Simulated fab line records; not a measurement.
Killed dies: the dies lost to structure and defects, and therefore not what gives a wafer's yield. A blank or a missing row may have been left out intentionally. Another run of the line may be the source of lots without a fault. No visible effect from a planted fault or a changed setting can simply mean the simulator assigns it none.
Chamber matching | flow nand-harc | NHARC_A_BLC_DESCUM_15 on rie-diel-13: 4 sister chambers
The step chemistry O2, time 3 s. 16 wafers are shown with their chamber, then 8 later ones without.

## WAFERS PAIRED WITH THEIR CHAMBERS
wafer  | chamber | showerhead-plenum-p-Torr (Torr) | rf-vpp-V (V) | oes-product-au (a.u.)
L580.3 | 2       | 1.96                            | 58.0         | 1.005
L580.4 | 0       | 1.86                            | 57.9         | 1.001
L580.5 | 2       | 1.96                            | 57.7         | 1.002
L583.1 | 1       | 1.85                            | 56.9         | 0.993
L583.5 | 3       | 1.87                            | 56.0         | 0.996
L583.6 | 0       | 1.86                            | 56.9         | 0.999
L590.1 | 3       | 1.86                            | 57.2         | 0.998
L590.3 | 0       | 1.86                            | 58.2         | 1.004
L590.5 | 0       | 1.86                            | 57.1         | 0.993
L592.1 | 2       | 1.96                            | 59.9         | 0.981
L592.2 | 0       | 1.86                            | 56.8         | 0.991
L592.5 | 0       | 1.86                            | 57.5         | 0.993
L595.3 | 0       | 1.85                            | 56.6         | 1.008
L595.4 | 3       | 1.86                            | 56.6         | 1.001
L595.5 | 1       | 1.85                            | 56.5         | 0.998
L598.1 | 1       | 1.85                            | 59.2         | 1.009

SIGNATURES, as means of the wafers listed above
reading                  | chamber 0 | chamber 1 | chamber 2 | chamber 3 | scatter within a chamber
showerhead-plenum-p-Torr | 1.8586    | 1.8500    | 1.9600    | 1.8633    | 0.00356
rf-vpp-V                 | 57.286    | 57.533    | 58.533    | 56.600    | 0.911
oes-product-au           | 0.99843   | 1.00000   | 0.99600   | 0.99833   | 0.00781
Rule: distance of a wafer from a chamber = root of the sum over the readings of ((wafer's reading minus chamber's mean) / reading's scatter) squared. The wafer belongs to the nearest chamber; if the next one is less than 2 further off, it can't be placed. The scatter: take each reading less its chamber's mean, square it, sum over the shown wafers, divide by the number of wafers less the number of chambers, and take the root.

## WAFERS WHOSE CHAMBER IS MISSING
wafer  | showerhead-plenum-p-Torr (Torr) | rf-vpp-V (V) | oes-product-au (a.u.)
L598.2 | 1.96                            | 57.2         | 0.999
L598.6 | 1.96                            | 59.7         | 0.999
L601.1 | 1.86                            | 57.4         | 1.002
L601.2 | 1.85                            | 57.7         | 1.007
L601.3 | 1.84                            | 57.0         | 0.995
L602.1 | 1.84                            | 56.8         | 0.998
L602.5 | 1.84                            | 56.8         | 0.988
L602.6 | 1.96                            | 58.1         | 0.998

## WHICH CHAMBER EACH ONE RAN IN
wafer  | from the rows above     | in truth
L598.2 | 2                       | 2
L598.6 | 2                       | 2
L601.1 | can't be placed: 0 or 3 | 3
L601.2 | can't be placed: 1 or 0 | 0
L601.3 | 1                       | 1
L602.1 | 1                       | 1
L602.5 | 1                       | 1
L602.6 | 2                       | 2
Correct placement for 6 of the 8. From these rows, 2 cannot be placed; in 2 the true chamber is one of the candidates. Wrongly placed: 0.
